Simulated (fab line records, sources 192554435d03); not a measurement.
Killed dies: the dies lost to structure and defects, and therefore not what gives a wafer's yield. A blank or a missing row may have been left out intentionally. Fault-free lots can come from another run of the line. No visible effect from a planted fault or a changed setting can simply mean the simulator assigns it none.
fab line records    flow n5_finfet
[record] lots = 7  wafers = 39
route steps=1938 shown FIN_SAQP@100 FIN_CUT@175 SD_EPI_N@288 HKMG_FIN@448 BEOL_M0_SAQP@676 BEOL_M1@811 BEOL_M4@1108 BEOL_M6@1260 BEOL_M9@1419 BEOL_M11@1573 BEOL_M14@1762 MIM_TOP@1838 PASSIVATION@1923
start_h: start of the lot's first displayed wafer, in hours after the record's first day    wait_h: hours from the lot's prior step to this one    " same as the row above    L1.1+2: a row that stands for several wafers    - value missing, or start not given    * or withheld: withheld    < > ~ a bound
route shown NAME@n: NAME is a module with steps in the file, n the number in the route of the first one    usual: mean and standard deviation over wafers with no fault    same: alike in all rows    chamber/n: place in a boat    sites: readings site by site    _std_site: the values' standard deviation    _edge_site: mean of outer sites minus mean of inner sites    radius_mm: how far each site lies from the wafer's centre    mask NAME#n: copy n    behind: tool/chamber where the wafer was last shaped    hold: what put the lot on hold/how long, in hours/how the hold closed    device: the n, p or np transistor that did not switch    end of line: the route-end tests of the same wafers    where a step has no rows: the recipe by itself    killed: the dies lost at the first sort to structure and to defects; this is not the yield of the wafer    map: a wafer's dies, x killed, . not, _ none there
set.NAME: the setting the step ran with; set.NAME@STEP: the setting that earlier step ran with    model.NAME: the simulator's own value behind a step, which no gauge read
lots whose settings were changed on purpose; a table a step, a row a wafer
[[steps]]
[step N5_FIN_SAQP_PECVD_06]
[recipe] material = a-Si  target_thk_a = 600  temp_c = 400  precursor = SiH4/He  pressure_torr = 3  rf_w = 100  time_s = 48.1
[step N5_FIN_CUT_PRECLEAN_35]
[recipe] time_s = 13.3  temp_c = 45  pressure_torr = 125  p_hf_torr = 3  p_coreactant_torr = 25  chemistry = vHF
[step N5_SD_EPI_N_EPI_21]
[recipe] material = Si:P  dopant = P  temp_c = 680  pressure_torr = 255  time_s = 690
[step N5_HKMG_FIN_NWFM_ALD_20]
[recipe] material = TiAlC  target_thk_a = 20  temp_c = 300  ald_precursor_family = TiCl4  ald_co_reactant = TEA  pulse_time_s = 3  purge_time_s = 2  co_reactant_purge_time_s = 2  co_reactant_pulse_time_s = 10  ald_cycles = 7  pressure_torr = 3
[step N5_BEOL_M0_SAQP_SPACER2_ALD_26]
[recipe] material = SiO2  target_thk_a = 150  temp_c = 300  ald_precursor_family = BDEAS  ald_co_reactant = O2-plasma  pulse_time_s = 1  purge_time_s = 2  co_reactant_purge_time_s = 2  pressure_torr = 2
[step N5_BEOL_M1_ALD_84]
[recipe] material = TaN  target_thk_a = *  temp_c = 275  ald_precursor_family = PDMAT  ald_co_reactant = NH3  pressure_torr = 3  carrier_flow_sccm = 1500  pulse_time_s = 2  purge_time_s = 3  co_reactant_purge_time_s = 2  co_reactant_pulse_time_s = 3  ald_cycles = 30  precursor_vessel_temp_c = 75  precursor_vessel_pressure_torr = 26.25  precursor_vessel_carrier_sccm = 1000
[step N5_BEOL_M4_DEP_57]
[recipe] material = SiCN  target_thk_a = 80  temp_c = withheld  precursor = 3MS/NH3  pressure_torr = 3  rf_w = 202  time_s = 14
[step N5_BEOL_M6_DEP_56]
[recipe] material = SiCN  target_thk_a = 100  temp_c = withheld  precursor = 3MS/NH3  pressure_torr = 3  rf_w = 202  time_s = 17.5
[step N5_BEOL_M9_ETCH_62]
[recipe] chemistry = N2/H2  target = SOC  target_depth_a = 1100  overetch_a = 220  mask_material = SiARC  temp_c = 40  time_s = 165  ion_energy_ev = 200  pressure_mtorr = 30  source_w = 840  bias_w = 150  n2_flow_sccm = 200  h2_flow_sccm = 200
[step N5_BEOL_M11_ETCH_66]
[recipe] chemistry = N2/H2  target = SOC  target_depth_a = 1200  overetch_a = 240  mask_material = SiARC  temp_c = 40  time_s = 180  ion_energy_ev = 200  pressure_mtorr = 30  source_w = 840  bias_w = 150  n2_flow_sccm = 200  h2_flow_sccm = 200
[step N5_BEOL_M14_SPUTTER_43]
[recipe] material = TaN  target_thk_a = 150  temp_c = 50  bias_v = 168.6  power_w = 15000  chamber_pressure_pa = 0.12  time_s = 24.19
[step N5_MIM_TOP_SPUTTER_03]
[recipe] material = TiN  target_thk_a = 350  temp_c = 200  power_w = 3000  chamber_pressure_pa = 0.49996  gas = Ar  reactive_partial_pa = 0.37997  time_s = 89.7
[step N5_PASSIVATION_DEVELOP_43]
[recipe] develop_time_s = 60  rinse_liquid = diw  dry = air_spin  dev_temp_c = 21
[step N5_PASSIVATION_PROBE_49]
[usual] killed_at_M0_to_M3 = 36/10
lot.wafer  tool       chamber  start_h  wait_h  set.time_s@FIN_SAQP_PECVD_06  set.time_s@FIN_CUT_PRECLEAN_35  set.time_s@SD_EPI_N_EPI_21  set.co_reactant_pulse_time_s@HKMG_FIN_NWFM_ALD_20  set.target_thk_a@BEOL_M0_SAQP_SPACER2_ALD_26  set.ald_cycles@BEOL_M1_ALD_84  set.target_thk_a@BEOL_M4_DEP_57  set.target_thk_a@BEOL_M6_DEP_56  set.time_s@BEOL_M9_ETCH_62  set.time_s@BEOL_M11_ETCH_66  set.target_thk_a@BEOL_M14_SPUTTER_43  set.target_thk_a@MIM_TOP_SPUTTER_03  set.develop_time_s@PASSIVATION_DEVELOP_43  killed_at_M0_to_M3
L082.1     prober-02  -        348.15   0.0     48.1                          15.64                           690                         6.27                                               125.4                                         30                             60.1                             130.1                            165                         265.6                        110                                   350                                  60                                         288
L082.2     prober-02  -        348.20   0.1     33.22                         13.3                            346.6                       6.27                                               125.4                                         44                             80                               100                              165                         265.6                        110                                   350                                  31.96                                      265
L082.3     prober-02  -        348.25   0.1     48.1                          13.3                            346.6                       10                                                 125.4                                         30                             80                               100                              138.9                       265.6                        150                                   464.9                                60                                         83
L082.4     prober-02  -        348.30   0.2     33.22                         15.64                           346.6                       10                                                 150                                           44                             60.1                             130.1                            138.9                       180                          110                                   464.9                                60                                         44
L082.5     prober-02  -        348.35   0.2     33.22                         13.3                            690                         10                                                 150                                           30                             60.1                             100                              165                         180                          150                                   464.9                                31.96                                      63
L082.6     prober-02  -        348.40   0.3     48.1                          15.64                           690                         6.27                                               150                                           44                             80                               130.1                            138.9                       180                          150                                   350                                  31.96                                      71
L080.1     prober-01  -        362.77   0.0     48.1                          16.19                           690                         10                                                 150                                           30                             49.01                            100                              165                         115                          150                                   461.6                                60                                         37
L080.2     prober-01  -        362.82   0.1     56.34                         13.3                            690                         6.77                                               112.9                                         30                             49.01                            100                              165                         180                          114.2                                 350                                  60                                         1082
L080.3     prober-01  -        362.87   0.1     56.34                         16.19                           690                         10                                                 150                                           30                             80                               100                              165                         180                          114.2                                 461.6                                60                                         47
L080.4     prober-01  -        362.92   0.2     48.1                          13.3                            690                         6.77                                               150                                           30                             49.01                            100                              165                         115                          114.2                                 350                                  60                                         33
L080.5     prober-01  -        362.97   0.2     56.34                         13.3                            690                         10                                                 112.9                                         30                             80                               100                              165                         180                          150                                   461.6                                60                                         1096
L080.6     prober-01  -        363.02   0.3     48.1                          16.19                           690                         6.77                                               112.9                                         30                             80                               100                              165                         115                          150                                   350                                  60                                         1109
L088.1     prober-01  -        400.51   0.0     48.1                          13.3                            690                         7.719                                              150                                           47                             80                               53.01                            165                         180                          150                                   492.1                                37.83                                      42
L088.2     prober-01  -        400.56   0.1     48.1                          13.3                            690                         10                                                 181.5                                         30                             80                               53.01                            221.7                       180                          214.3                                 492.1                                37.83                                      1118
L088.3     prober-01  -        400.61   0.1     48.1                          13.3                            690                         10                                                 181.5                                         30                             50.7                             100                              221.7                       180                          214.3                                 350                                  60                                         1119
L088.4     prober-01  -        400.66   0.2     48.1                          13.3                            690                         7.719                                              150                                           30                             50.7                             53.01                            165                         180                          150                                   350                                  60                                         34
L088.5     prober-01  -        400.71   0.2     48.1                          13.3                            690                         10                                                 150                                           47                             80                               100                              165                         180                          214.3                                 350                                  37.83                                      44
L088.6     prober-01  -        400.76   0.3     48.1                          13.3                            690                         7.719                                              181.5                                         47                             50.7                             100                              221.7                       180                          150                                   492.1                                60                                         1107
L092.2     prober-02  -        439.47   0.1     48.1                          13.3                            690                         10                                                 150                                           30                             80                               100                              165                         180                          150                                   350                                  60                                         74
L092.3     prober-02  -        439.52   0.1     48.1                          13.3                            690                         10                                                 150                                           30                             80                               100                              165                         180                          150                                   350                                  60                                         40
L092.6     prober-02  -        439.67   0.3     48.1                          13.3                            690                         10                                                 150                                           30                             80                               100                              165                         180                          150                                   350                                  60                                         38
L094.1     prober-02  -        460.04   0.0     48.1                          13.3                            1062                        10                                                 67.72                                         45                             124                              100                              165                         143.3                        150                                   350                                  60                                         1142
L094.2     prober-02  -        460.09   0.1     57.67                         13.3                            690                         10                                                 67.72                                         30                             80                               100                              165                         143.3                        104.8                                 146                                  60                                         1114
L094.3     prober-02  -        460.14   0.1     48.1                          13.3                            1062                        10                                                 150                                           45                             80                               100                              140.2                       180                          150                                   350                                  60                                         52
L094.4     prober-02  -        460.19   0.2     57.67                         13.3                            1062                        10                                                 67.72                                         30                             124                              100                              140.2                       180                          104.8                                 350                                  29.35                                      1141
L094.5     prober-02  -        460.24   0.2     48.1                          13.3                            690                         10                                                 150                                           30                             80                               100                              140.2                       143.3                        150                                   146                                  29.35                                      42
L094.6     prober-02  -        460.29   0.3     57.67                         13.3                            690                         10                                                 150                                           45                             124                              100                              165                         180                          104.8                                 146                                  29.35                                      54
L097.1     prober-01  -        478.20   0.0     24.31                         13.3                            690                         10                                                 150                                           18                             80                               100                              165                         180                          150                                   350                                  47.15                                      195
L097.2     prober-01  -        478.25   0.1     48.1                          13.3                            1084                        14.96                                              150                                           18                             36.19                            83.73                            75.2                        124.2                        150                                   457.3                                47.15                                      70
L097.3     prober-01  -        478.30   0.1     24.31                         13.3                            1084                        14.96                                              150                                           18                             80                               100                              75.2                        180                          202.7                                 457.3                                60                                         62
L097.4     prober-01  -        478.35   0.2     24.31                         13.3                            1084                        10                                                 150                                           30                             80                               83.73                            165                         124.2                        202.7                                 457.3                                47.15                                      32
L097.5     prober-01  -        478.40   0.2     48.1                          13.3                            690                         14.96                                              150                                           30                             36.19                            100                              75.2                        124.2                        202.7                                 350                                  60                                         18
L097.6     prober-01  -        478.45   0.3     48.1                          13.3                            690                         10                                                 150                                           30                             36.19                            83.73                            165                         180                          150                                   350                                  60                                         41
L095.1     prober-02  -        488.66   0.0     48.1                          15.92                           796.8                       10                                                 150                                           30                             80                               100                              165                         180                          150                                   179.3                                94.11                                      42
L095.2     prober-02  -        488.71   0.1     48.1                          15.92                           690                         10                                                 90.03                                         30                             80                               100                              165                         245.9                        150                                   179.3                                60                                         1117
L095.3     prober-02  -        488.76   0.1     55.87                         13.3                            690                         10                                                 150                                           30                             80                               100                              165                         245.9                        150                                   350                                  94.11                                      35
L095.4     prober-02  -        488.81   0.2     48.1                          13.3                            690                         10                                                 90.03                                         30                             80                               100                              165                         180                          150                                   350                                  60                                         1113
L095.5     prober-02  -        488.86   0.2     55.87                         15.92                           796.8                       10                                                 90.03                                         30                             80                               100                              165                         180                          150                                   350                                  94.11                                      1131
L095.6     prober-02  -        488.91   0.3     55.87                         13.3                            796.8                       10                                                 150                                           30                             80                               100                              165                         245.9                        150                                   179.3                                60                                         55
// killed by level:class
L082.1 BEOL_M0_SAQP:area_ald=229 BEOL_M2:geometric_particle:open=17 MOL_CONTACT_COAG:geometric_particle:open=10 BEOL_M1:geometric_particle:open=9 STI_FIN_REVEAL:geometric_particle:open=9 BEOL_M0_SAQP:geometric_particle:open=8 FIN_SAQP:geometric_particle:short=7 BEOL_M0:geometric_particle:open=7
L082.2 BEOL_M0_SAQP:area_ald=219 MOL_CONTACT_COAG:geometric_particle:open=17 BEOL_M3:geometric_particle:open=15 BEOL_M0_SAQP:geometric_particle:open=10 BEOL_M0_SAQP:geometric_particle:short=8 BEOL_M4:geometric_particle:open=7 MOL_CONTACT_COAG:geometric_particle:short=5 BEOL_M1:geometric_particle:open=5
L082.3 MIM_TOP:area_sputter=1006 BEOL_M0_SAQP:area_ald=47 MOL_CONTACT_COAG:geometric_particle:open=17 BEOL_M4:geometric_particle:open=14 BEOL_M3:geometric_particle:open=11 ILD0:geometric_particle:short=9 DUMMY_GATE:geometric_particle:open=8 BEOL_M2:geometric_particle:open=7
L082.4 MIM_TOP:area_sputter=1034 STI_FIN_REVEAL:geometric_particle:open=24 BEOL_M4:geometric_particle:open=14 BEOL_M3:geometric_particle:open=11 MOL_CONTACT_COAG:geometric_particle:open=8 BEOL_M2:geometric_particle:open=8 BEOL_M0_SAQP:geometric_particle:short=7 STARTING-WAFER:geometric_particle:open=7
L082.5 MIM_TOP:area_sputter=1034 BEOL_M3:geometric_particle:open=15 BEOL_M2:geometric_particle:open=15 BEOL_M4:geometric_particle:open=13 MOL_CONTACT_COAG:geometric_particle:open=11 BEOL_M0_SAQP:geometric_particle:short=9 BEOL_M0_SAQP:geometric_particle:open=6 STARTING-WAFER:geometric_particle:open=6
L082.6 BEOL_M0_SAQP:geometric_particle:open=16 BEOL_M3:geometric_particle:open=15 BEOL_M0_SAQP:geometric_particle:short=14 STI_FIN_REVEAL:geometric_particle:open=10 BEOL_M4:geometric_particle:open=9 FIN_SAQP:geometric_particle:open=8 BEOL_M2:geometric_particle:open=8 MOL_CONTACT_COAG:geometric_particle:open=8
L080.1 BEOL_M11:area_etch=967 MIM_TOP:area_sputter=71 FIN_SAQP:geometric_particle:open=23 STI_FIN_REVEAL:geometric_particle:open=23 MOL_CONTACT_COAG:geometric_particle:open=12 FIN_SAQP:geometric_particle:short=11 BEOL_M2:geometric_particle:open=9 BEOL_M0_SAQP:geometric_particle:short=7
L080.2 BEOL_M0_SAQP:area_ald=1055 FIN_SAQP:geometric_particle:open=20 MOL_CONTACT_COAG:geometric_particle:open=13 FIN_SAQP:geometric_particle:short=9 MOL_CONTACT_COAG:geometric_particle:short=9 GATE_CUT:geometric_particle:short=7 BEOL_M3:geometric_particle:open=7 BEOL_M1:geometric_particle:open=6
L080.3 MIM_TOP:area_sputter=1046 FIN_SAQP:geometric_particle:open=19 MOL_CONTACT_COAG:geometric_particle:open=15 BEOL_M2:geometric_particle:open=14 FIN_SAQP:geometric_particle:short=12 BEOL_M0_SAQP:geometric_particle:short=10 MOL_CONTACT_COAG:geometric_particle:short=8 ILD0:geometric_particle:short=7
L080.4 BEOL_M11:area_etch=988 FIN_SAQP:geometric_particle:short=9 STI_FIN_REVEAL:geometric_particle:open=9 MOL_CONTACT_COAG:geometric_particle:open=9 BEOL_M0_SAQP:geometric_particle:short=7 BEOL_M3:geometric_particle:open=7 FIN_SAQP:geometric_particle:open=6 BEOL_M0_SAQP:geometric_particle:open=4
L080.5 BEOL_M0_SAQP:area_ald=1060 FIN_SAQP:geometric_particle:open=18 MOL_CONTACT_COAG:geometric_particle:open=15 BEOL_M3:geometric_particle:open=12 STI_FIN_REVEAL:geometric_particle:open=9 FIN_SAQP:geometric_particle:short=8 BEOL_M1:geometric_particle:open=7 BEOL_M0_SAQP:geometric_particle:short=6
L080.6 BEOL_M0_SAQP:area_ald=1086 MOL_CONTACT_COAG:geometric_particle:open=15 BEOL_M3:geometric_particle:open=9 FIN_SAQP:geometric_particle:short=8 STI_FIN_REVEAL:geometric_particle:open=7 FIN_SAQP:geometric_particle:open=6 GATE_CUT:geometric_particle:short=5 MOL_CONTACT_COAG:geometric_particle:short=5
L088.1 MIM_TOP:area_sputter=1051 STI_FIN_REVEAL:geometric_particle:open=13 BEOL_M0_SAQP:geometric_particle:open=10 BEOL_M0_SAQP:geometric_particle:short=8 FIN_SAQP:geometric_particle:open=7 FIN_SAQP:geometric_particle:short=7 MOL_CONTACT_COAG:geometric_particle:open=7 STI_FIN_REVEAL:geometric_particle:short=6
L088.2 BEOL_M0_SAQP:area_ald=1089 FIN_SAQP:geometric_particle:open=9 BEOL_M1:geometric_particle:open=9 GATE_CUT:geometric_particle:short=7 MOL_CONTACT_COAG:geometric_particle:open=7 FIN_SAQP:geometric_particle:short=6 BEOL_M2:geometric_particle:open=5 BEOL_M1:geometric_particle:short=5
L088.3 BEOL_M0_SAQP:area_ald=1081 STI_FIN_REVEAL:geometric_particle:open=15 BEOL_M0_SAQP:geometric_particle:open=14 MOL_CONTACT_COAG:geometric_particle:open=9 BEOL_M0_SAQP:geometric_particle:short=9 BEOL_M2:geometric_particle:open=6 ILD0:geometric_particle:short=5 FIN_SAQP:geometric_particle:short=4
L088.4 FIN_SAQP:geometric_particle:open=16 BEOL_M0_SAQP:geometric_particle:short=12 MOL_CONTACT_COAG:geometric_particle:open=12 BEOL_M0_SAQP:geometric_particle:open=11 BEOL_M4:geometric_particle:open=11 FIN_SAQP:geometric_particle:short=7 STI_FIN_REVEAL:geometric_particle:open=6 BEOL_M1:geometric_particle:open=4
L088.5 MOL_CONTACT_COAG:geometric_particle:open=13 BEOL_M1:area_ecd=11 BEOL_M0_SAQP:geometric_particle:open=10 STI_FIN_REVEAL:geometric_particle:open=9 GATE_CUT:geometric_particle:short=8 BEOL_M0_SAQP:geometric_particle:short=7 FIN_SAQP:geometric_particle:open=6 BEOL_M1:geometric_particle:open=6
L088.6 BEOL_M0_SAQP:area_ald=1063 FIN_SAQP:geometric_particle:open=16 FIN_SAQP:geometric_particle:short=14 BEOL_M1:geometric_particle:open=14 BEOL_M0_SAQP:geometric_particle:short=9 DUMMY_GATE:geometric_particle:open=8 MOL_CONTACT_COAG:geometric_particle:open=7 BEOL_M2:geometric_particle:open=7
L092.2 BEOL_M1:geometric_particle:open=19 BEOL_M3:geometric_particle:open=11 BEOL_M0_SAQP:geometric_particle:short=10 BEOL_M0_SAQP:geometric_particle:open=10 BEOL_M2:geometric_particle:open=8 STI_FIN_REVEAL:geometric_particle:open=7 MOL_CONTACT_COAG:geometric_particle:open=7 PASS1_CAP:geometric_particle:open=6
L092.3 BEOL_M1:geometric_particle:open=15 MOL_CONTACT_COAG:geometric_particle:open=12 BEOL_M2:geometric_particle:open=11 STI_FIN_REVEAL:geometric_particle:open=10 FIN_SAQP:geometric_particle:open=9 BEOL_M3:geometric_particle:open=6 FIN_SAQP:geometric_particle:short=4 STI_FIN_REVEAL:geometric_particle:short=4
L092.6 BEOL_M3:geometric_particle:open=11 BEOL_M2:geometric_particle:open=9 BEOL_M1:geometric_particle:open=8 BEOL_M4:geometric_particle:open=8 DUMMY_GATE:geometric_particle:open=7 MOL_CONTACT_COAG:geometric_particle:open=6 FIN_SAQP:geometric_particle:open=5 STI_FIN_REVEAL:geometric_particle:open=4
L094.1 BEOL_M0_SAQP:area_ald=1088 BEOL_M1:geometric_particle:open=12 BEOL_M3:geometric_particle:open=9 BEOL_M0_SAQP:geometric_particle:short=8 BEOL_M0_SAQP:geometric_particle:open=8 MOL_CONTACT_COAG:geometric_particle:open=7 BEOL_M3:geometric_particle:short=6 FIN_SAQP:geometric_particle:open=5
L094.2 BEOL_M0_SAQP:area_ald=1080 BEOL_M2:geometric_particle:open=10 GATE_CUT:geometric_particle:short=9 GATE_CUT:geometric_particle:open=9 MOL_CONTACT_COAG:geometric_particle:open=9 FIN_SAQP:geometric_particle:short=8 FIN_SAQP:geometric_particle:open=5 STARTING-WAFER:geometric_particle:short=5
L094.3 MOL_CONTACT_COAG:geometric_particle:open=12 BEOL_M2:geometric_particle:open=11 BEOL_M0_SAQP:geometric_particle:short=9 BEOL_M1:geometric_particle:open=9 BEOL_M0_SAQP:geometric_particle:open=8 GATE_CUT:geometric_particle:short=7 FIN_SAQP:geometric_particle:short=6 BEOL_M3:geometric_particle:open=6
L094.4 BEOL_M0_SAQP:area_ald=1099 BEOL_M3:geometric_particle:open=8 BEOL_M3:geometric_particle:short=7 BEOL_M1:geometric_particle:open=7 BEOL_M0_SAQP:geometric_particle:open=6 MOL_CONTACT_COAG:geometric_particle:open=6 BEOL_M2:geometric_particle:open=6 BEOL_M1:geometric_particle:short=5
L094.5 BEOL_M3:geometric_particle:open=14 BEOL_M1:geometric_particle:open=9 MOL_CONTACT_COAG:geometric_particle:open=6 BEOL_M0_SAQP:geometric_particle:short=6 FIN_SAQP:geometric_particle:open=5 GATE_CUT:geometric_particle:short=5 BEOL_M0_SAQP:geometric_particle:open=5 ILD0:geometric_particle:short=4
L094.6 MOL_CONTACT_COAG:geometric_particle:open=14 BEOL_M3:geometric_particle:open=13 BEOL_M0_SAQP:geometric_particle:open=10 BEOL_M0_SAQP:geometric_particle:short=9 BEOL_M2:geometric_particle:open=9 BEOL_M1:geometric_particle:open=5 GATE_CUT:geometric_particle:short=4 BEOL_M3:geometric_particle:short=4
L097.1 M1:area_ald=153 BEOL_M0_SAQP:geometric_particle:short=10 BEOL_M3:geometric_particle:open=9 BEOL_M0_SAQP:geometric_particle:open=8 STI_FIN_REVEAL:geometric_particle:open=7 FIN_SAQP:geometric_particle:short=6 FIN_SAQP:geometric_particle:open=5 BEOL_M1:geometric_particle:open=5
L097.2 BEOL_M9:area_etch=1067 M1:area_ald=22 BEOL_M2:geometric_particle:open=13 BEOL_M3:geometric_particle:open=8 BEOL_M2:geometric_particle:short=7 STI_FIN_REVEAL:geometric_particle:open=6 BEOL_M0_SAQP:geometric_particle:short=6 BEOL_M4:geometric_particle:open=6
L097.3 BEOL_M9:area_etch=1062 M1:area_ald=20 BEOL_M0_SAQP:geometric_particle:open=10 GATE_CUT:geometric_particle:short=7 BEOL_M1:geometric_particle:open=7 MOL_CONTACT_COAG:geometric_particle:open=6 BEOL_M0_SAQP:geometric_particle:short=6 FIN_SAQP:geometric_particle:short=5
L097.4 MIM_TOP:area_sputter=1045 STI_FIN_REVEAL:geometric_particle:open=23 BEOL_M11:area_etch=19 BEOL_M0_SAQP:geometric_particle:short=10 MOL_CONTACT_COAG:geometric_particle:open=8 STI_FIN_REVEAL:geometric_particle:short=6 BEOL_M1:geometric_particle:open=6 GATE_CUT:geometric_particle:open=5
L097.5 BEOL_M9:area_etch=1091 STI_FIN_REVEAL:geometric_particle:open=12 GATE_CUT:geometric_particle:open=7 BEOL_M4:geometric_particle:open=7 MOL_CONTACT_COAG:geometric_particle:open=6 BEOL_M2:geometric_particle:open=6 STI_FIN_REVEAL:geometric_particle:short=5 STARTING-WAFER:geometric_particle:short=4
L097.6 BEOL_M3:geometric_particle:open=11 BEOL_M2:geometric_particle:open=8 BEOL_M0_SAQP:geometric_particle:open=6 FIN_SAQP:geometric_particle:open=5 STI_FIN_REVEAL:geometric_particle:open=5 DUMMY_GATE:geometric_particle:open=5 GATE_CUT:geometric_particle:open=5 MOL_CONTACT_COAG:geometric_particle:open=5
L095.1 MOL_CONTACT_COAG:geometric_particle:open=25 FIN_SAQP:geometric_particle:open=11 BEOL_M0_SAQP:geometric_particle:short=11 BEOL_M2:geometric_particle:open=9 BEOL_M0_SAQP:geometric_particle:open=8 BEOL_M3:geometric_particle:open=6 STI_FIN_REVEAL:geometric_particle:open=4 MIM_TOP_ETCH:geometric_particle:open=4
L095.2 BEOL_M0_SAQP:area_ald=1067 MOL_CONTACT_COAG:geometric_particle:open=15 FIN_SAQP:geometric_particle:short=12 BEOL_M0_SAQP:geometric_particle:short=12 BEOL_M0_SAQP:geometric_particle:open=11 BEOL_M2:geometric_particle:open=9 BEOL_M1:geometric_particle:open=7 FIN_SAQP:geometric_particle:open=6
L095.3 MOL_CONTACT_COAG:geometric_particle:open=22 BEOL_M2:geometric_particle:open=7 FIN_SAQP:geometric_particle:open=6 BEOL_M1:geometric_particle:open=6 BEOL_M0_SAQP:geometric_particle:open=6 STI_FIN_REVEAL:geometric_particle:open=5 MOL_CONTACT_COAG:geometric_particle:short=5 BEOL_M0_SAQP:geometric_particle:short=5
L095.4 BEOL_M0_SAQP:area_ald=1078 MOL_CONTACT_COAG:geometric_particle:open=12 FIN_SAQP:geometric_particle:short=10 BEOL_M0_SAQP:geometric_particle:open=10 BEOL_M2:geometric_particle:open=8 BEOL_M4:geometric_particle:open=5 BEOL_M0_SAQP:geometric_particle:short=4 BEOL_M4:geometric_particle:short=4
L095.5 BEOL_M0_SAQP:area_ald=1079 MOL_CONTACT_COAG:geometric_particle:open=12 BEOL_M0_SAQP:geometric_particle:short=10 BEOL_M0_SAQP:geometric_particle:open=10 BEOL_M2:geometric_particle:open=10 GATE_CUT:geometric_particle:short=5 BEOL_M0:geometric_particle:open=5 BEOL_M1:geometric_particle:short=4
L095.6 BEOL_M0_SAQP:geometric_particle:open=16 BEOL_M0_SAQP:geometric_particle:short=15 FIN_SAQP:geometric_particle:short=14 FIN_SAQP:geometric_particle:open=12 PASSIVATION:area_etch=8 DUMMY_GATE:geometric_particle:open=6 MOL_CONTACT_COAG:geometric_particle:open=6 BEOL_M3:geometric_particle:open=6
[[key]]
[split] step = N5_FIN_SAQP_PECVD_06  setting = time_s  stated_as = 48.1
response none clear
[split] step = N5_FIN_CUT_PRECLEAN_35  setting = time_s  stated_as = 13.3
response none clear
[split] step = N5_SD_EPI_N_EPI_21  setting = time_s  stated_as = 690
response none clear
[split] step = N5_HKMG_FIN_NWFM_ALD_20  setting = co_reactant_pulse_time_s  stated_as = 10
response none clear
[split] step = N5_BEOL_M0_SAQP_SPACER2_ALD_26  setting = target_thk_a  stated_as = 150
[response] step = N5_PASSIVATION_PROBE_49  reading = killed_at_M0_to_M3  slope = -20.2  per = 1%  together_with = all  explained = 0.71
[split] step = N5_BEOL_M1_ALD_84  setting = ald_cycles  stated_as = 30
response none clear
[split] step = N5_BEOL_M4_DEP_57  setting = target_thk_a  stated_as = 80
response none clear
[split] step = N5_BEOL_M6_DEP_56  setting = target_thk_a  stated_as = 100
response none clear
[split] step = N5_BEOL_M9_ETCH_62  setting = time_s  stated_as = 165
response none clear
[split] step = N5_BEOL_M11_ETCH_66  setting = time_s  stated_as = 180
response none clear
[split] step = N5_BEOL_M14_SPUTTER_43  setting = target_thk_a  stated_as = 150
response none clear
[split] step = N5_MIM_TOP_SPUTTER_03  setting = target_thk_a  stated_as = 350
response none clear
[split] step = N5_PASSIVATION_DEVELOP_43  setting = develop_time_s  stated_as = 60
response none clear
